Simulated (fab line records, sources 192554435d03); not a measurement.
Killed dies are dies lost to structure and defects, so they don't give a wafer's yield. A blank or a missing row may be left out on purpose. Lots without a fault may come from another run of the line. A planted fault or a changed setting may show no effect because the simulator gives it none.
fab line records | flow n5_finfet
record lots=10 wafers=25 last_day=17
route steps=1938 shown GATE_CUT@503 MOL_CONTACT_COAG@523 BEOL_M4@1111 PASSIVATION@1936
lots that met no fault: from a run of the same line without faults
start_h: hours from the record's first day to the start of the lot's first wafer shown | wait_h: hours since the lot's step before | " the same as in the row above | L1.1+2: a row that stands for several wafers | - no value, or no start given | * or withheld: withheld | < > ~ a bound
route shown NAME@n: a module of which the file shows steps, and the number in the route of the first | usual: mean/standard deviation of fault-free wafers | same: alike in all rows | chamber/n: place in a boat | sites: the reading at each site | _std_site: their standard deviation | _edge_site: outer sites' mean less inner sites' | radius_mm: how far each site lies from the wafer's centre | mask NAME#n: copy n | behind: the tool/chamber that last shaped the wafer | hold: why the lot was held/for how many hours/how that ended | device: the transistor (n, p or np) that didn't switch | end of line: the same wafers' tests at the end of the route | a step without rows: its recipe alone | killed: dies lost to structure and defects at the first sort, not the wafer's yield | map: a wafer's dies, x killed, . not, _ none there
set.NAME: the setting as run; set.NAME@STEP: as run at that earlier step | model.NAME: the simulator's own value behind a step, which no gauge read
steps of the route over a sample of lots; a table a step, a row a wafer
services: from which hour (start_h, from the record's first day; less than 0 if before it) a tool's chamber was out of use, for how many hours, and why
## steps
# step N5_GATE_CUT_ETCH_47
# recipe chemistry=Cl2/BCl3 target=SiO2 target_depth_a=100 pressure_mtorr=10 icp_w=1000 bias_w=126 Cl2_flow_sccm=53.25 bcl3_flow_sccm=21.75 Ar_flow_sccm=25
# usual drypump_motor_current_A=5.6/0.55 oes_ar_750_au=0.80/0.13 oes_product_au=0.79/0.12 throttle_valve_pct=22.7/0.32
# columns lot.wafer tool chamber start_h wait_h drypump_motor_current_A oes_ar_750_au oes_product_au rf_hours_counter_h throttle_valve_pct
L547.4 rie_metal-01 1 92.25 0.0 6.6 0.99 0.99 - 22.5
L547.6 " 0 " " 5.0 0.64 0.67 - 23.2
L548.2 rie_metal-01 0 102.58 0.0 5.0 0.64 0.67 91 23.2
L548.5 " 1 " " 6.6 0.98 0.97 - 22.5
L549.4 rie_metal-02 0 110.91 0.0 5.5 0.84 0.83 - 22.8
L549.5 " 1 " " 5.0 0.68 0.68 - 22.4
L549.6 " 0 " " 5.5 0.85 0.82 - 22.8
L552.2 rie_metal-02 0 122.22 0.0 5.5 0.83 0.82 26 22.8
L552.3 " 0 " " 5.5 0.83 0.83 - 22.8
L552.6 " 1 " " 5.0 0.69 0.67 - 22.4
L555.1 rie_metal-01 0 146.61 0.0 5.0 0.62 0.65 96 23.2
L555.2 " 1 " " 6.6 0.93 0.91 7 22.5
L558.2 rie_metal-02 0 173.29 0.0 5.5 0.82 0.80 30 22.8
L558.4 " 0 " " 5.5 0.82 0.81 - 22.8
L560.5 rie_metal-01 0 182.38 0.0 5.0 0.63 0.66 - 23.2
L560.6 " 1 " " 6.6 0.92 0.92 - 22.5
L561.3 rie_metal-01 1 186.07 0.0 6.6 0.92 0.90 - 22.6
L561.4 " 0 " " 5.0 0.62 0.66 - 23.2
L561.6 " 1 " " 6.6 0.92 0.91 - 22.5
L566.2 rie_metal-03 0 209.47 0.0 6.0 0.87 0.84 24 22.3
L566.3 " 0 " " 5.9 0.87 0.83 - 22.3
L566.5 " 0 " " 5.9 0.88 0.83 - 22.3
L569.1 rie_metal-01 1 227.03 0.0 6.6 0.89 0.89 14 22.6
L569.4 " 1 " " 6.6 0.90 0.88 - 22.6
L569.5 " 0 " " 5.0 0.62 0.65 - 23.3
# step N5_MOL_CONTACT_COAG_EXPOSE_05
# recipe mask_id=CA na=0.33 source_shape=annular sigma_inner=0.4 sigma_outer=0.8 polarization=unpolarized defocus_nm=0 dose_mj=38.25
# usual exposure_dose_mJ_cm2=38.26/0.21
# columns lot.wafer tool chamber start_h wait_h mask exposure_dose_mJ_cm2
L547.4 euv_scanner-01 0 99.61 - CA#0 38.10
L547.6 " 0 " " CA#0 38.11
L548.2 euv_scanner-01 0 106.05 - CA#0 38.12
L548.5 " 0 " " CA#0 38.17
L549.4 euv_scanner-01 0 113.91 - CA#0 38.11
L549.5 " 0 " " CA#0 38.09
L549.6 " 0 " " CA#0 38.12
L552.2 euv_scanner-01 0 125.21 - CA#0 38.03
L552.3 " 0 " " CA#0 38.12
L552.6 " 0 " " CA#0 38.11
L555.1 euv_scanner-01 0 149.76 - CA#0 38.08
L555.2 " 0 " " CA#0 38.13
L558.2 euv_scanner-02 0 176.29 - CA#0 38.57
L558.4 " 0 " " CA#0 38.57
L560.5 euv_scanner-01 0 186.54 - CA#0 38.14
L560.6 " 0 " " CA#0 38.10
L561.3 euv_scanner-01 0 189.88 - CA#0 38.17
L561.4 " 0 " " CA#0 38.10
L561.6 " 0 " " CA#0 38.10
L566.2 euv_scanner-01 0 212.66 - CA#0 33.74
L566.3 " 0 " " CA#0 33.64
L566.5 " 0 " " CA#0 33.69
L569.1 euv_scanner-01 0 230.15 - CA#0 34.57
L569.4 " 0 " " CA#0 34.60
L569.5 " 0 " " CA#0 34.58
# step N5_MOL_CONTACT_COAG_CD_MEAS_08
# recipe target_cd_nm=28 landing_energy_ev=500 detector=se_inlens polarity=opening
# usual cd_nm=28.19/0.27
# columns lot.wafer tool chamber start_h wait_h cd_nm
L547.4 cd_sem-02 0 99.72 - 28.07
L547.6 " 0 " " 27.86
L548.2 cd_sem-01 0 106.17 - 28.31
L548.5 " 0 " " 28.53
L549.4 cd_sem-01 0 114.02 - 27.63
L549.5 " 0 " " 27.90
L549.6 " 0 " " 28.14
L552.2 cd_sem-03 0 125.33 - 28.42
L552.3 " 0 " " 28.55
L552.6 " 0 " " 28.52
L555.1 cd_sem-01 0 149.89 - 28.53
L555.2 " 0 " " 28.36
L558.2 cd_sem-03 0 176.41 - 28.59
L558.4 " 0 " " 28.28
L560.5 cd_sem-02 0 186.64 - 28.27
L560.6 " 0 " " 28.37
L561.3 cd_sem-02 0 190.00 - 28.06
L561.4 " 0 " " 28.34
L561.6 " 0 " " 28.49
L566.2 cd_sem-02 0 212.78 - 25.32
L566.3 " 0 " " 25.27
L566.5 " 0 " " 25.08
L569.1 cd_sem-03 0 230.28 - 26.10
L569.4 " 0 " " 26.07
L569.5 " 0 " " 25.90
# step N5_MOL_CONTACT_COAG_OVL_MEAS_09
# recipe points_per_wafer=522
# usual CA_OVL=0.1/0.77
# columns lot.wafer tool chamber start_h wait_h CA_OVL[nm]
L547.4 overlay-02 0 99.77 0.0 -0.2
L547.6 " 0 " " 1.3
L548.2 overlay-02 0 106.20 0.0 0.4
L548.5 " 0 " " 0.5
L549.4 overlay-02 0 114.06 0.0 0.3
L549.5 " 0 " " 0.3
L549.6 " 0 " " 0.7
L552.2 overlay-02 0 125.37 0.0 -0.2
L552.3 " 0 " " -0.6
L552.6 " 0 " " -0.3
L555.1 overlay-02 0 149.92 0.0 1.1
L555.2 " 0 " " 0.8
L558.2 overlay-02 0 176.45 0.0 -0.2
L558.4 " 0 " " 0.0
L560.5 overlay-02 0 186.69 0.0 -0.6
L560.6 " 0 " " 0.7
L561.3 overlay-02 0 190.04 0.0 -0.5
L561.4 " 0 " " -1.9
L561.6 " 0 " " -1.2
L566.2 overlay-01 0 212.82 0.0 -1.4
L566.3 " 0 " " 1.2
L566.5 " 0 " " 0.4
L569.1 overlay-01 0 230.31 0.0 0.9
L569.4 " 0 " " 1.0
L569.5 " 0 " " 1.2
# step N5_MOL_CONTACT_COAG_INSPECT_10
# recipe mode=adi inspect_instrument=brightfield
# usual raw_defect_count=79/27
# columns lot.wafer tool chamber start_h wait_h raw_defect_count
L547.4 defect_inspect-02 - 99.81 0.0 32
L547.6 " - " " 71
L548.2 defect_inspect-01 - 106.26 0.0 83
L548.5 " - " " 67
L549.4 defect_inspect-02 - 114.11 0.0 85
L549.5 " - " " 71
L549.6 " - " " 54
L552.2 defect_inspect-02 - 125.42 0.0 61
L552.3 " - " " 104
L552.6 " - " " 94
L555.1 defect_inspect-02 - 149.98 0.1 88
L555.2 " - " " 138
L558.2 defect_inspect-02 - 176.50 0.0 67
L558.4 " - " " 79
L560.5 defect_inspect-01 - 186.73 0.0 34
L560.6 " - " " 127
L561.3 defect_inspect-01 - 190.09 0.0 56
L561.4 " - " " 45
L561.6 " - " " 81
L566.2 defect_inspect-02 - 212.87 0.0 121
L566.3 " - " " 125
L566.5 " - " " 78
L569.1 defect_inspect-02 - 230.36 0.1 63
L569.4 " - " " 75
L569.5 " - " " 48
# step N5_MOL_CONTACT_COAG_CD_MEAS_99
# recipe target_cd_nm=17.2 polarity=opening
# usual cd_nm=17.3/0.44
# columns lot.wafer tool chamber start_h wait_h cd_nm
L547.4 cd_sem-01 - 100.24 - 16.6
L547.6 " - " " 16.3
L548.2 cd_sem-01 - 107.22 - 17.5
L548.5 " - " " 17.0
L549.4 cd_sem-03 - 114.54 - 17.3
L549.5 " - " " 17.7
L549.6 " - " " 17.3
L552.2 cd_sem-03 - 125.85 - 18.6
L552.3 " - " " 17.7
L552.6 " - " " 18.2
L555.1 cd_sem-03 - 150.41 - 17.6
L555.2 " - " " 17.8
L558.2 cd_sem-02 - 176.93 - 17.4
L558.4 " - " " 17.8
L560.5 cd_sem-02 - 187.16 - 17.4
L560.6 " - " " 17.2
L561.3 cd_sem-01 - 191.01 - 17.2
L561.4 " - " " 17.1
L561.6 " - " " 17.3
L566.2 cd_sem-02 - 213.30 - 14.1
L566.3 " - " " 14.7
L566.5 " - " " 14.1
L569.1 cd_sem-03 - 230.91 - 15.2
L569.4 " - " " 14.8
L569.5 " - " " 15.5
# step N5_BEOL_M4_RC_MEAS_101
# usual DIBL_N=36.0/2 DIBL_P=35.9/2.5 IOFF_N=0.16/0.038 IOFF_P=0.21/0.04 ION_N=675/14 ION_P=462/9.4 RC_DENSE_N=18.8/0.67 RC_DENSE_P=23.6/0.84 RC_N=15.4/0.53 RC_P=19.2/0.69 SS_N=71.5/0.75 SS_P=73.2/0.74 VT_N=250/3.9 VT_P=-251/3.2
# columns lot.wafer tool chamber start_h wait_h DIBL_N[mV/V] DIBL_P[mV/V] IOFF_N[nA/um] IOFF_P[nA/um] ION_N[uA/um] ION_P[uA/um] RC_DENSE_N[ohm.um] RC_DENSE_P[ohm.um] RC_N[ohm.um] RC_P[ohm.um] SS_N[mV/dec] SS_P[mV/dec] VT_N[mV] VT_P[mV]
L547.4 prober-01 0 164.16 0.5 35.2 35.1 0.17 0.22 691 472 19.6 24.5 16.0 19.8 70.9 73.1 244 -245
L547.6 " 0 " " 36.8 35.2 0.21 0.22 694 466 19.8 24.7 16.2 20.3 71.7 73.5 242 -246
L548.2 prober-01 0 178.60 0.2 40.0 37.8 0.23 0.28 690 468 18.3 22.9 14.9 18.5 72.1 74.2 242 -246
L548.5 " 0 " " 32.6 30.3 0.12 0.18 679 474 18.4 22.7 15.0 18.7 69.8 72.2 249 -251
L549.4 prober-01 0 182.65 0.5 36.7 37.6 0.18 0.24 670 463 19.2 23.8 15.5 19.5 72.8 73.0 249 -249
L549.5 " 0 " " 37.8 38.4 0.21 0.24 678 455 18.3 22.6 14.8 18.4 73.3 74.1 250 -249
L549.6 " 0 " " 34.0 33.3 0.13 0.16 667 459 18.8 23.4 15.2 19.0 72.2 73.1 257 -254
L552.2 prober-02 0 200.00 0.2 32.5 32.2 0.11 0.16 679 473 17.5 22.2 14.5 18.1 69.6 71.7 256 -251
L552.3 " 0 " " 35.9 35.1 0.15 0.19 676 460 18.7 23.5 15.3 19.3 70.2 73.4 251 -251
L552.6 " 0 " " 35.7 35.0 0.15 0.18 675 464 17.4 21.8 14.3 17.9 70.1 72.7 251 -249
L555.1 prober-01 0 216.26 0.0 35.4 34.6 0.14 0.15 656 445 18.6 23.1 15.2 18.9 71.9 72.7 252 -257
L555.2 " 0 " " 37.5 39.3 0.18 0.25 675 459 18.3 22.8 15.0 18.9 71.5 73.4 247 -250
L558.2 prober-01 0 249.63 0.2 33.6 33.9 0.11 0.16 669 461 18.4 23.0 15.0 19.1 71.3 72.5 254 -254
L558.4 " 0 " " 37.2 37.7 0.18 0.20 682 460 17.9 22.2 14.5 18.3 71.8 73.6 248 -254
L561.3 prober-01 0 268.25 0.3 38.6 39.3 0.22 0.24 685 466 19.6 24.7 16.1 20.2 72.4 73.3 248 -251
L561.4 " 0 " " 38.6 39.2 0.21 0.26 683 472 18.6 23.4 15.2 19.0 72.2 73.0 248 -248
L561.6 " 0 " " 35.6 36.2 0.17 0.20 696 474 18.8 23.7 15.3 19.3 71.3 72.3 248 -249
L560.5 prober-02 0 268.78 0.6 35.2 36.0 0.17 0.22 695 472 18.7 23.2 15.2 18.9 71.0 73.5 248 -248
L560.6 " 0 " " 32.2 30.1 0.10 0.13 655 448 18.8 23.5 15.3 19.2 70.8 71.6 257 -258
L566.2 prober-01 0 276.71 0.2 36.8 37.8 0.16 0.21 677 461 25.4 31.9 20.7 26.0 71.4 73.6 250 -248
L566.3 " 0 " " 31.9 32.6 0.09 0.15 653 460 23.2 29.3 18.8 23.6 70.5 71.4 258 -256
L566.5 " 0 " " 35.9 36.6 0.15 0.20 667 463 26.6 33.3 21.4 26.6 71.2 72.9 251 -251
L569.1 prober-01 0 311.30 0.0 39.6 38.5 0.22 0.24 665 450 23.5 29.2 19.1 23.9 72.7 74.2 245 -251
L569.4 " 0 " " 39.7 39.2 0.22 0.24 678 454 23.5 29.2 19.0 24.0 72.5 74.0 247 -250
L569.5 " 0 " " 39.1 37.9 0.21 0.22 674 451 23.3 29.3 19.0 23.7 73.5 73.3 246 -250
# step N5_PASSIVATION_PROBE_49
# usual defect_limited_yield=91.3/1.5 killed_at_M0_to_M3=33/12 killed_at_M4_up=15/5.2 killed_at_contacts=12/5.1 killed_at_front_end=39/11 killed_at_other=5/3.6 killed_dies=103/18 killed_open=67/13 killed_short=33/7.8 sort_bin_5_function=5.1/0.96 sort_bin_6_memory=3.2/0.71 sort_n_pass=1077/18 sort_yield_pct=91.3/1.5
# same gross_dies=1180 killed_at_back_side=0 sort_bin_4_leakage[%]=0 sort_bin_8_speed[%]=0
# columns lot.wafer tool chamber start_h wait_h defect_limited_yield[%] killed_at_M0_to_M3 killed_at_M4_up killed_at_contacts killed_at_front_end killed_at_other killed_dies killed_open killed_short sort_bin_5_function[%] sort_bin_6_memory[%] sort_n_pass sort_yield_pct[%]
L547.4 prober-02 - 254.26 0.2 90.4 32 19 6 49 7 113 73 38 6.3 2.9 1067 90.4
L547.6 prober-02 - 254.36 0.3 88.9 51 18 14 45 3 131 93 38 6.1 4.9 1049 88.9
L549.4 prober-02 - 278.62 0.2 90.9 43 14 13 31 6 107 81 24 4.7 4.2 1073 90.9
L549.5 prober-02 - 278.67 0.2 90.3 43 13 14 39 5 114 72 32 4.5 4.2 1066 90.3
L549.6 prober-02 - 278.72 0.3 89.8 47 24 7 35 7 120 81 38 6.5 3.5 1060 89.8
L548.2 prober-01 - 278.74 0.1 92.8 12 17 20 35 1 85 54 23 4.1 2.3 1095 92.8
L548.5 prober-01 - 278.89 0.2 92.3 28 15 18 26 4 91 69 20 3.4 4.1 1089 92.3
L552.2 prober-02 - 297.90 0.1 92.3 18 14 11 37 11 91 68 22 5.2 2.5 1089 92.3
L552.3 prober-02 - 297.95 0.1 89.3 49 21 19 31 6 126 97 29 6.7 3.6 1054 89.3
L552.6 prober-02 - 298.10 0.3 91.8 19 15 18 28 17 97 57 40 4.8 3.1 1083 91.8
L555.1 prober-01 - 313.76 0.0 91.0 23 7 12 60 4 106 79 26 5.6 3.3 1074 91.0
L555.2 prober-01 - 313.81 0.1 90.9 21 9 17 58 2 107 64 36 4.7 3.6 1073 90.9
L558.2 prober-01 - 348.63 0.1 92.6 22 20 5 35 5 87 53 25 4.3 2.1 1093 92.6
L558.4 prober-01 - 348.73 0.2 91.6 24 19 13 41 2 99 49 42 4.5 3.1 1081 91.6
L560.5 prober-02 - 364.71 0.2 89.6 32 8 13 66 4 123 74 41 6.2 3.1 1057 89.6
L560.6 prober-02 - 364.76 0.3 88.2 38 19 9 73 0 139 100 38 7.0 4.5 1041 88.2
L561.3 prober-02 - 366.23 0.1 91.7 35 26 9 26 2 98 65 29 5.7 2.4 1082 91.7
L561.4 prober-02 - 366.28 0.2 92.6 54 8 7 13 5 87 55 31 4.6 2.5 1093 92.6
L561.6 prober-02 - 366.38 0.3 89.4 43 11 19 51 1 125 81 37 6.4 3.1 1055 89.4
L566.2 prober-02 - 379.38 0.1 78.9 41 21 141 44 2 249 70 35 12.5 6.5 931 78.9
L566.3 prober-02 - 379.43 0.1 82.7 23 18 124 38 1 204 59 24 9.7 6.1 976 82.7
L566.5 prober-02 - 379.53 0.2 81.1 21 21 124 54 3 223 70 29 10.7 6.2 957 81.1
L569.1 prober-02 - 415.93 0.0 88.1 32 9 48 45 7 141 76 29 6.3 3.9 1039 88.1
L569.4 prober-02 - 416.08 0.2 87.6 28 13 38 63 4 146 66 41 5.7 4.4 1034 87.6
L569.5 prober-02 - 416.13 0.2 87.1 53 14 38 46 1 152 97 34 7.9 4.5 1028 87.1
# killed by level:class
L547.4 FIN_SAQP:geometric_particle:open=19 FIN_SAQP:geometric_particle:short=18 BEOL_M5:geometric_particle:open=9 BEOL_M2:geometric_particle:open=7 BEOL_M3:geometric_particle:open=6 MOL_CONTACT_COAG:geometric_particle:open=5 BEOL_M1:geometric_particle:open=5 STI_FIN_REVEAL:geometric_particle:open=4
L547.6 FIN_SAQP:geometric_particle:open=14 BEOL_M0_SAQP:geometric_particle:open=14 BEOL_M2:geometric_particle:open=13 MOL_CONTACT_COAG:geometric_particle:open=10 BEOL_M3:geometric_particle:open=10 BEOL_M0_SAQP:geometric_particle:short=9 FIN_SAQP:geometric_particle:short=8 BEOL_M5:geometric_particle:open=8
L549.4 BEOL_M0_SAQP:geometric_particle:open=13 FIN_SAQP:geometric_particle:open=10 MOL_CONTACT_COAG:geometric_particle:open=9 BEOL_M4:geometric_particle:open=9 BEOL_M2:geometric_particle:open=7 BEOL_M3:geometric_particle:open=7 DUMMY_GATE:geometric_particle:open=6 BEOL_M0_SAQP:geometric_particle:short=6
L549.5 BEOL_M0_SAQP:geometric_particle:short=13 BEOL_M0_SAQP:geometric_particle:open=13 MOL_CONTACT_COAG:geometric_particle:open=10 HKMG_FIN:area_etch=8 DUMMY_GATE:geometric_particle:open=7 BEOL_M3:geometric_particle:open=7 STI_FIN_REVEAL:geometric_particle:open=6 BEOL_M0:geometric_particle:open=5
L549.6 BEOL_M0_SAQP:geometric_particle:open=14 BEOL_M4:geometric_particle:open=12 BEOL_M3:geometric_particle:open=9 BEOL_M4:geometric_particle:short=7 DUMMY_GATE:geometric_particle:open=6 MOL_CONTACT_COAG:geometric_particle:open=6 FIN_SAQP:geometric_particle:open=5 FIN_SAQP:geometric_particle:short=5
L548.2 MOL_CONTACT_COAG:geometric_particle:open=14 BEOL_M4:geometric_particle:open=8 HKMG_FIN:area_etch=8 STI_FIN_REVEAL:geometric_particle:open=6 MOL_CONTACT_COAG:geometric_particle:short=6 FIN_SAQP:geometric_particle:open=5 GATE_CUT:geometric_particle:open=5 BEOL_M0_SAQP:geometric_particle:short=4
L548.5 MOL_CONTACT_COAG:geometric_particle:open=16 STI_FIN_REVEAL:geometric_particle:open=9 BEOL_M2:geometric_particle:open=9 BEOL_M3:geometric_particle:short=5 FIN_SAQP:geometric_particle:open=4 STI_FIN_REVEAL:geometric_particle:short=4 BEOL_M3:geometric_particle:open=4 BEOL_M4:geometric_particle:open=4
L552.2 MOL_CONTACT_COAG:geometric_particle:open=11 STI_FIN_REVEAL:geometric_particle:open=10 BEOL_M4:geometric_particle:open=6 BEOL_M5:geometric_particle:open=5 STARTING-WAFER:geometric_particle:open=5 BEOL_M1:geometric_particle:open=4 ILD0:geometric_particle:open=4 GATE_CUT:geometric_particle:short=4
L552.3 MOL_CONTACT_COAG:geometric_particle:open=17 BEOL_M1:geometric_particle:open=17 BEOL_M4:geometric_particle:open=13 BEOL_M3:geometric_particle:open=10 GATE_CUT:geometric_particle:short=7 FIN_SAQP:geometric_particle:open=6 GATE_CUT:geometric_particle:open=6 BEOL_M2:geometric_particle:open=6
L552.6 MOL_CONTACT_COAG:geometric_particle:open=10 MOL_CONTACT_COAG:geometric_particle:short=8 BEOL_M4:geometric_particle:open=7 FIN_SAQP:geometric_particle:open=6 BEOL_M3:geometric_particle:open=6 PASS1_CAP:geometric_particle:open=5 FIN_SAQP:geometric_particle:short=4 BEOL_M0_SAQP:geometric_particle:short=4
L555.1 STI_FIN_REVEAL:geometric_particle:open=27 FIN_SAQP:geometric_particle:open=11 MOL_CONTACT_COAG:geometric_particle:open=10 FIN_SAQP:geometric_particle:short=6 BEOL_M2:geometric_particle:open=5 STI_FIN_REVEAL:geometric_particle:short=4 BEOL_M0_SAQP:geometric_particle:open=4 BEOL_M1:geometric_particle:open=4
L555.2 FIN_SAQP:geometric_particle:open=13 MOL_CONTACT_COAG:geometric_particle:open=10 STI_FIN_REVEAL:geometric_particle:open=8 FIN_SAQP:geometric_particle:short=7 MOL_CONTACT_COAG:geometric_particle:short=7 HKMG_FIN:area_etch=7 BEOL_M3:geometric_particle:open=6 STARTING-WAFER:geometric_particle:open=6
L558.2 BEOL_M4:geometric_particle:open=11 BEOL_M0_SAQP:geometric_particle:open=10 BEOL_M0_SAQP:geometric_particle:short=8 HKMG_FIN:area_etch=8 STI_FIN_REVEAL:geometric_particle:open=7 FIN_SAQP:geometric_particle:open=6 FIN_SAQP:geometric_particle:short=4 MOL_CONTACT_COAG:geometric_particle:open=4
L558.4 FIN_SAQP:geometric_particle:short=13 FIN_SAQP:geometric_particle:open=10 BEOL_M4:geometric_particle:open=8 MOL_CONTACT_COAG:geometric_particle:open=7 HKMG_FIN:area_etch=7 MOL_CONTACT_COAG:geometric_particle:short=6 BEOL_M0_SAQP:geometric_particle:short=6 BEOL_M2:geometric_particle:open=6
L560.5 FIN_SAQP:geometric_particle:open=18 STI_FIN_REVEAL:geometric_particle:open=14 FIN_SAQP:geometric_particle:short=13 MOL_CONTACT_COAG:geometric_particle:open=12 BEOL_M0_SAQP:geometric_particle:short=9 BEOL_M3:geometric_particle:open=9 HKMG_FIN:area_etch=8 BEOL_M0_SAQP:geometric_particle:open=7
L560.6 STI_FIN_REVEAL:geometric_particle:open=24 BEOL_M3:geometric_particle:open=16 BEOL_M4:geometric_particle:open=12 FIN_SAQP:geometric_particle:short=9 FIN_SAQP:geometric_particle:open=9 STI_FIN_REVEAL:geometric_particle:short=8 MOL_CONTACT_COAG:geometric_particle:open=8 BEOL_M0_SAQP:geometric_particle:open=8
L561.3 BEOL_M2:geometric_particle:open=10 BEOL_M3:geometric_particle:open=10 STI_FIN_REVEAL:geometric_particle:open=9 MOL_CONTACT_COAG:geometric_particle:open=8 GATE_CUT:geometric_particle:short=5 BEOL_M1:geometric_particle:open=5 BEOL_M4:geometric_particle:short=5 STI_FIN_REVEAL:geometric_particle:short=4
L561.4 BEOL_M3:geometric_particle:open=16 BEOL_M0_SAQP:geometric_particle:open=12 BEOL_M0_SAQP:geometric_particle:short=9 STI_FIN_REVEAL:geometric_particle:open=6 BEOL_M3:geometric_particle:short=5 MOL_CONTACT_COAG:geometric_particle:open=4 BEOL_M1:geometric_particle:short=4 MOL_CONTACT_COAG:geometric_particle:short=3
L561.6 STI_FIN_REVEAL:geometric_particle:open=22 BEOL_M3:geometric_particle:open=16 MOL_CONTACT_COAG:geometric_particle:open=15 BEOL_M3:geometric_particle:short=8 BEOL_M0_SAQP:geometric_particle:open=6 HKMG_FIN:area_etch=6 BEOL_M0_SAQP:geometric_particle:short=5 FIN_SAQP:geometric_particle:short=4
L566.2 MOL_CONTACT_COAG:area_expose=126 HKMG_FIN:area_etch=11 GATE_CUT:geometric_particle:short=9 MOL_CONTACT_COAG:geometric_particle:open=9 BEOL_M1:geometric_particle:open=9 BEOL_M0_SAQP:geometric_particle:open=7 BEOL_M3:geometric_particle:open=7 BEOL_M0_SAQP:geometric_particle:short=6
L566.3 MOL_CONTACT_COAG:area_expose=110 MOL_CONTACT_COAG:geometric_particle:open=13 HKMG_FIN:area_etch=11 BEOL_M4:geometric_particle:open=8 GATE_CUT:geometric_particle:short=7 BEOL_M0_SAQP:geometric_particle:open=7 GATE_CUT:geometric_particle:open=5 BEOL_M1:geometric_particle:open=4
L566.5 MOL_CONTACT_COAG:area_expose=109 HKMG_FIN:area_etch=14 MOL_CONTACT_COAG:geometric_particle:open=12 FIN_SAQP:geometric_particle:open=9 GATE_CUT:geometric_particle:short=9 BEOL_M4:geometric_particle:open=7 DUMMY_GATE:geometric_particle:open=5 BEOL_M1:geometric_particle:open=5
L569.1 MOL_CONTACT_COAG:geometric_particle:open=26 MOL_CONTACT_COAG:area_expose=18 HKMG_FIN:area_etch=16 BEOL_M3:geometric_particle:open=10 BEOL_M0_SAQP:geometric_particle:short=7 BEOL_M0_SAQP:geometric_particle:open=7 STI_FIN_REVEAL:geometric_particle:open=5 FIN_SAQP:geometric_particle:open=4
L569.4 HKMG_FIN:area_etch=23 MOL_CONTACT_COAG:geometric_particle:open=17 MOL_CONTACT_COAG:area_expose=14 FIN_SAQP:geometric_particle:short=8 MOL_CONTACT_COAG:geometric_particle:short=7 BEOL_M0_SAQP:geometric_particle:open=7 STI_FIN_REVEAL:geometric_particle:open=6 GATE_CUT:geometric_particle:short=6
L569.5 BEOL_M0_SAQP:geometric_particle:open=21 MOL_CONTACT_COAG:area_expose=20 FIN_SAQP:geometric_particle:open=18 MOL_CONTACT_COAG:geometric_particle:open=16 BEOL_M3:geometric_particle:open=12 BEOL_M0_SAQP:geometric_particle:short=8 FIN_SAQP:geometric_particle:short=6 STI_FIN_REVEAL:geometric_particle:open=6
## services
# columns tool chamber start_h hours kind
euv_scanner-01 - 80.01 1.0 pm
euv_scanner-01 - 91.58 0.3 repair
euv_scanner-02 - 97.85 6.2 pm
euv_scanner-02 - 117.82 1.0 pm
euv_scanner-01 - 131.34 0.5 repair
euv_scanner-01 - 136.17 1.0 pm
rie_metal-03 1 142.90 - clean
rie_metal-03 1 142.90 12.3 scheduled_down
rie_metal-03 1 142.90 12.3 vent_cycle
euv_scanner-01 - 142.94 0.4 repair
rie_metal-02 0 144.98 2.3 repair
euv_scanner-01 - 152.17 4.6 pm
rie_metal-02 - 158.34 0.6 repair
euv_scanner-01 - 158.93 0.9 repair
euv_scanner-02 - 162.88 0.2 repair
euv_scanner-01 - 173.25 5.0 repair
euv_scanner-02 - 178.22 1.0 pm
rie_metal-01 - 179.59 0.4 repair
euv_scanner-01 - 192.31 1.0 pm
euv_scanner-02 - 199.84 9.9 repair
euv_scanner-01 0 210.87 - calibration
rie_metal-02 0 218.57 12.5 repair
## key
first_sign step=N5_MOL_CONTACT_COAG_EXPOSE_05 reading=exposure_dose_mJ_cm2 direction=down sigmas=20 usual=38.26 struck=34.14
effect step=N5_MOL_CONTACT_COAG_CD_MEAS_08 reading=cd_nm direction=down sigmas=9.6 usual=28.19 struck=25.62 through=control_loop
effect step=N5_MOL_CONTACT_COAG_CD_MEAS_99 reading=cd_nm direction=down sigmas=6 usual=17.3 struck=14.7 through=control_loop
effect step=N5_BEOL_M4_RC_MEAS_101 reading=RC_DENSE_P direction=up sigmas=8.1 usual=23.6 struck=30.4
effect step=N5_BEOL_M4_RC_MEAS_101 reading=RC_DENSE_N direction=up sigmas=8.1 usual=18.8 struck=24.2
effect step=N5_BEOL_M4_RC_MEAS_101 reading=RC_N direction=up sigmas=8 usual=15.4 struck=19.6
effect step=N5_BEOL_M4_RC_MEAS_101 reading=RC_P direction=up sigmas=7.9 usual=19.2 struck=24.6
effect step=N5_PASSIVATION_PROBE_49 reading=killed_at_contacts direction=up sigmas=14 usual=12 struck=86
more_kills_born_at N5_MOL_CONTACT_COAG_EXPOSE_05@euv_scanner-01=397
met_at N5_MOL_CONTACT_COAG_EXPOSE_05
struck_lots L566,L569
loop_trim step=N5_MOL_CONTACT_COAG_EXPOSE_05 setting=dose lots=L569
baseline_loss step=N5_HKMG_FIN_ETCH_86 wafers=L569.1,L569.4
not_acting_at N5_GATE_CUT_ETCH_47,N5_MOL_CONTACT_COAG_OVL_MEAS_09,N5_MOL_CONTACT_COAG_INSPECT_10
onset_between 189.88 212.66
fault kind=process_parameter_drift tool=euv_scanner-01 chamber=- onset_h=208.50 steps=N5_MOL_CONTACT_COAG_EXPOSE_05 channel=dose_mj offset=-4.3947 shape=step acts_in=these_recipes_only stated=38.25
# loop_trim: a control loop set the setting to another value than it would have without faults
# baseline_loss: these wafers lose ten dies or more at that step, a loss of the line's own and not of a fault; the sort's usual values leave them out
